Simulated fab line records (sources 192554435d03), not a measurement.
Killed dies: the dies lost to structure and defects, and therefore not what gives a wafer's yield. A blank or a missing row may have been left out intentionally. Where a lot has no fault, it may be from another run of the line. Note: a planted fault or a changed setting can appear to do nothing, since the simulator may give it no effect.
A struck lot beside a sound one    flow n5 finfet    37 steps out of a route of 1938
Sound: the wafers L256.1, L256.2, L256.6. Wafers struck: L257.1, L257.4, L257.6. The cause is named last.
Order at every step that has rows: each side's tool, ch and its chambers, its first start. Under that, the readings that differ: sound wafers    struck wafers    difference of the means    sigmas: that difference in standard deviations of wafers without a fault.
alike: words and numbers the same on both sides, and readings whose means are apart by under 2 such deviations; not compared: readings that were withheld, readings missing a value for some wafer, numbers with overlapping values and no deviation given by the record, and bounds like >300 which may hide the same value.
Wherever a step has rows on one side only, a row that says differs or no value, or a row with sigmas, the two part there. Non-overlapping numbers with no deviation appear without sigmas and do not part them. A reading missing from all wafers of one side parts the sides only when that side holds two or more wafers.

first, 9 steps without rows for these wafers: N5_WELL_APT_SOFTBAKE_20 (time 60 s); N5_WELL_APT_EXPOSE_22 (exposes mask PWELL, defocus 0 nm, target cd 200 nm); N5_WELL_APT_PEB_23 (peb time 90 s); N5_WELL_APT_DEVELOP_24 (develop time 45 s); N5_WELL_APT_HARDBAKE_29 (time 120 s); N5_WELL_APT_DESCUM_30 (chemistry O2, time 7.9 s); N5_WELL_APT_IMPLANT_31; N5_WELL_APT_IMPLANT_32; N5_WELL_APT_STRIP_33 (strips in SPM, time 900 s).
N5_WELL_APT_RTA_34: time 10 s.
  sound on rtp anneal-02 ch 0, day 4 04:28; struck on rtp anneal-02 ch 0, day 4 10:08
reading              sound                 struck                difference  sigmas
lamp power pct (%)   12.95 13.03 13.05     10.27 10.30 10.33     -2.71       -52
lamp_zone_1_pct (%)  13.026 13.021 12.988  10.255 10.284 10.235  -2.754      -98
lamp_zone_2_pct (%)  13.017 13.071 12.987  10.194 10.235 10.215  -2.810      -99 or more
lamp_zone_3_pct (%)  12.982 12.974 12.990  10.284 10.288 10.179  -2.732      -99 or more
lamp_zone_4_pct (%)  12.939 13.029 13.038  10.257 10.256 10.281  -2.737      -99 or more
lamp_zone_5_pct (%)  12.978 12.965 12.954  10.266 10.308 10.218  -2.702      -96
lamp_zone_6_pct (%)  12.904 12.950 12.880  10.201 10.198 10.202  -2.711      -99 or more
lamp_zone_7_pct (%)  13.429 13.446 13.401  10.583 10.628 10.621  -2.815      -97
  alike: anneal temp c max, wafer_temp_C_max
then, 25 steps without rows for these wafers: N5_WELL_APT_OXIDE_STRIP_42 (strips SiO2 in dHF, time 45 s, target depth 12 nm); N5_WELL_APT_PRECLEAN_36 (cleans in O3/DIW, time 45 s); N5_WELL_APT_PRECLEAN_39 (cleans in dHF, time 60 s); N5_WELL_APT_SRD_37 (time 30 s); N5_WELL_APT_EPI_41 (deposits Si from SiH4/H2, target thk 50 nm, time 297.7 s); N5_PMOS_HMC_CHANNEL_EPI_HM_DEP_34 (deposits SiO2 from TEOS/O2, target thk 36 nm, time 6.9 s); N5_PMOS_HMC_CHANNEL_EPI_COAT_31 (time 60 s, resist thk 66 nm); N5_PMOS_HMC_CHANNEL_EPI_COAT_03 (resist thk 205 nm); N5_PMOS_HMC_CHANNEL_EPI_EBR_05; N5_PMOS_HMC_CHANNEL_EPI_SOFTBAKE_04 (time 60 s); N5_PMOS_HMC_CHANNEL_EPI_EXPOSE_06 (exposes mask PMOS HMC BLK, target cd 240 nm); N5_PMOS_HMC_CHANNEL_EPI_PEB_07 (peb time 60 s); N5_PMOS_HMC_CHANNEL_EPI_DEVELOP_08 (develop time 30 s); N5_PMOS_HMC_CHANNEL_EPI_DESCUM_14 (chemistry O2, time 7.9 s); N5_PMOS_HMC_CHANNEL_EPI_ETCH_32 (etches BARC in N2/H2, stops on SiO2, target depth 85.8 nm, time 50.3 s); N5_PMOS_HMC_CHANNEL_EPI_HM_OPEN_15 (chemistry CHF3/O2, target SiO2, target depth 40.6 nm, time 20.3 s); N5_PMOS_HMC_CHANNEL_EPI_STRIP_33 (strips in N2/H2); N5_PMOS_HMC_CHANNEL_EPI_STRIP_17 (strips in SPM, time 750 s); N5_PMOS_HMC_CHANNEL_EPI_ETCH_38 (etches SiO2 in CF4, target depth 1.5 nm); N5_PMOS_HMC_CHANNEL_EPI_FIN_RECESS_16 (chemistry HBr/Cl2, target Si, target depth 54 nm, time 18 s); N5_PMOS_HMC_CHANNEL_EPI_PRECLEAN_36 (cleans in O3/DIW, time 45 s); N5_PMOS_HMC_CHANNEL_EPI_PRECLEAN_18 (cleans in DHF, time 30 s); N5_PMOS_HMC_CHANNEL_EPI_SRD_19 (time 30 s); N5_PMOS_HMC_CHANNEL_EPI_EPI_20 (deposits SiGe30, target thk 59 nm); N5_PMOS_HMC_CHANNEL_EPI_HM_STRIP_35 (strips SiO2 in dHF, material SiO2, target depth 39.6 nm, time 216 s).
-- a jump in the record: the struck wafers' starts before and after are 6 days apart (it breaks off in module PMOS_HMC_CHANNEL_EPI and resumes in module BEOL_M4, where the first step shown is number 1111 of the route) --
N5_BEOL_M4_RC_MEAS_101:
  sound on prober-02 ch 0, day 11 04:00; struck on prober-01 ch 0, day 10 11:14
reading              sound                       struck                      difference  sigmas
IOFF_N_LONG (nA/um)  5.64e-05 5.52e-05 5.57e-05  8.33e-05 8.52e-05 8.54e-05  +2.89e-05   +10
IOFF_P_LONG (nA/um)  9.6e-05 9.9e-05 9.4e-05     0.000147 0.000132 0.000136  +0.000042   +5
ION_N (uA/um)        696 693 693                 663 658 655                 -35         -3
RS_PWELL (ohm/sq)    3012 3020 3020              2945 2940 2952              -72         -3
VT_N (mV)            244 247 243                 254 253 254                 +9          +2
  alike: DIBL_N, DIBL_P, IOFF_N, IOFF_P, ION_P, SS_N, SS_P, VT_P
-- the record jumps here: 4 days lie between the struck wafers' starts before and after (it left off in module BEOL_M4 and takes up again in module PASSIVATION, whose first step shown is number 1936 of the route) --
N5_PASSIVATION_PROBE_49:
  sound on prober-01, day 15 16:37; struck on prober-01, day 14 23:10
  alike: defect limited yield, killed_at_M0_to_M3, killed_at_M4_up, killed at contacts, killed at front end, killed at other, killed dies, killed on rim, killed open, killed short, sort_bin_5_function, sort_bin_6_memory, sort n pass, sort yield pct
  not compared: sort_bin_8_speed

WHERE THEY PART
Earliest at N5_WELL_APT_RTA_34; latest, in this record, at N5_BEOL_M4_RC_MEAS_101. Later steps at which nothing parts them and some readings are alike: N5_PASSIVATION_PROBE_49.

WHY: what the simulator had put in
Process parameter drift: rtp anneal-02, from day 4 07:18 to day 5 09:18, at N5_WELL_APT_RTA_34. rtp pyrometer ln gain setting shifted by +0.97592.
